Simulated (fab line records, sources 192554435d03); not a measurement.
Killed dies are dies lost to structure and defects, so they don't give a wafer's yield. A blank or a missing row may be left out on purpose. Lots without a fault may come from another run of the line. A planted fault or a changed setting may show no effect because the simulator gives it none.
One fault seen from 3 desks | flow n5_finfet | each desk has only its own numbers; what lay behind them comes last

THE TOOL OWNER'S DESK: implanter-01
The tool's own readings at N5_WELL_APT_IMPLANT_15: means of the sampled wafers that have a number, for each lot that ran on this tool. A lot is out of limits, marked OUT, if its mean lies more than 4 standard deviations from the usual mean; the brackets give that distance.
Columns: A = beam_energy_keV at N5_WELL_APT_IMPLANT_15, usual 24.999; B = rotation_deg at N5_WELL_APT_IMPLANT_15, usual -0.003 degrees
lot  | first seen here | A                        | B
L590 | day 1 14:16     | 24.996                   | -0.007
L593 | day 2 08:11     | 24.998                   | 0.005
L598 | day 3 14:19     | 25.008                   | -0.006
L605 | day 5 08:34     | 24.994                   | 0.021
L607 | day 5 20:29     | 35.683 (+99 or more) OUT | 0.004
L609 | day 6 07:56     | 35.681 (+99 or more) OUT | -0.016
This desk's finding: out of limits on L607, L609; first on L607, day 5 20:29 (beam_energy_keV at N5_WELL_APT_IMPLANT_15). In limits: L590, L593, L598, L605.

THE DEFECT DESK
What the inspections along the route counted, lot by lot: means of the sampled wafers that have a number. A lot is out of limits, marked OUT, if its mean lies more than 4 standard deviations from the usual mean; the brackets give that distance.
Columns: A = raw_defect_count at N5_WELL_APT_INSPECT_38, usual 13
lot  | first seen here | A
L590 | day 1 16:53     | 14
L591 | day 1 22:40     | 13
L593 | day 2 10:42     | 10
L597 | day 3 10:34     | 12
L598 | day 3 16:57     | 11
L602 | day 4 16:47     | 11
L605 | day 5 11:01     | 15
L607 | day 5 23:04     | 14
L608 | day 6 05:10     | 14
L609 | day 6 10:32     | 11
This desk's finding: nothing out of limits on any of the 10 lots.

THE METROLOGY DESK
What the gauges read, lot by lot, whatever tool the lot ran on: means of the sampled wafers that have a number. A lot is out of limits, marked OUT, if its mean lies more than 4 standard deviations from the usual mean; the brackets give that distance. Of its 12 readings 7 are shown: the one that was out of limits first, and those that lie furthest out on some lot.
Columns: A = CJ_P at N5_BEOL_M4_RC_MEAS_101, usual 5.81; B = DIBL_N at N5_BEOL_M4_RC_MEAS_101, usual 36.5 mV/V; C = DIBL_P at N5_BEOL_M4_RC_MEAS_101, usual 36.5 mV/V; D = IOFF_P at N5_BEOL_M4_RC_MEAS_101, usual 0.22 nA/um; E = ION_N at N5_BEOL_M4_RC_MEAS_101, usual 677 uA/um; F = ION_P at N5_BEOL_M4_RC_MEAS_101, usual 463 uA/um; G = VT_P at N5_BEOL_M4_RC_MEAS_101, usual -250 mV
lot  | first seen here | A               | B    | C    | D    | E   | F   | G
L590 | day 1 17:12     | 5.70            | 34.3 | 33.3 | 0.17 | 662 | 450 | -254
L591 | day 1 23:07     | 5.70            | 36.3 | 35.7 | 0.19 | 678 | 457 | -254
L593 | day 2 11:08     | 5.95            | 38.5 | 38.8 | 0.21 | 682 | 460 | -253
L597 | day 3 11:00     | 5.63            | 35.4 | 34.4 | 0.19 | 673 | 460 | -250
L598 | day 3 17:16     | 5.80            | 35.5 | 35.0 | 0.20 | 677 | 463 | -251
L602 | day 4 17:15     | 5.61            | 36.2 | 34.8 | 0.22 | 665 | 456 | -249
L605 | day 5 11:28     | 5.75            | 37.7 | 37.9 | 0.21 | 681 | 461 | -252
L607 | day 5 23:31     | 4.87 (-4.7) OUT | 35.6 | 33.7 | 0.20 | 672 | 458 | -250
L608 | day 6 05:29     | 5.99            | 37.4 | 37.5 | 0.22 | 673 | 463 | -250
L609 | day 6 10:51     | 5.21            | 36.7 | 37.7 | 0.30 | 691 | 479 | -241
This desk's finding: out of limits on L607; first on L607, day 12 10:10 (CJ_P at N5_BEOL_M4_RC_MEAS_101). In limits: L590, L591, L593, L597, L598, L602, L605, L608, L609.

PUT TOGETHER
The tool owner's desk could have raised an alarm at day 5 20:29, on L607, L609.
The metrology desk could have raised an alarm at day 12 10:10, on L607.
The defect desk saw nothing out of limits.
The defect desk has L607, L609 on record, within its limits.
The metrology desk has L609 on record, within its limits.
Of the lots named, all ran N5_WELL_APT_IMPLANT_15 on implanter-01.

WHAT THE SIMULATOR HAD PUT IN
Process parameter drift: implanter-01, from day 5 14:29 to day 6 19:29, at N5_WELL_APT_IMPLANT_15. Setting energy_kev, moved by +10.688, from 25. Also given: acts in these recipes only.
Lots struck among those shown: L607, L609.
Hours from the fault's start to each desk's first reading out of limits: the tool owner's desk, 6; the metrology desk, 164.
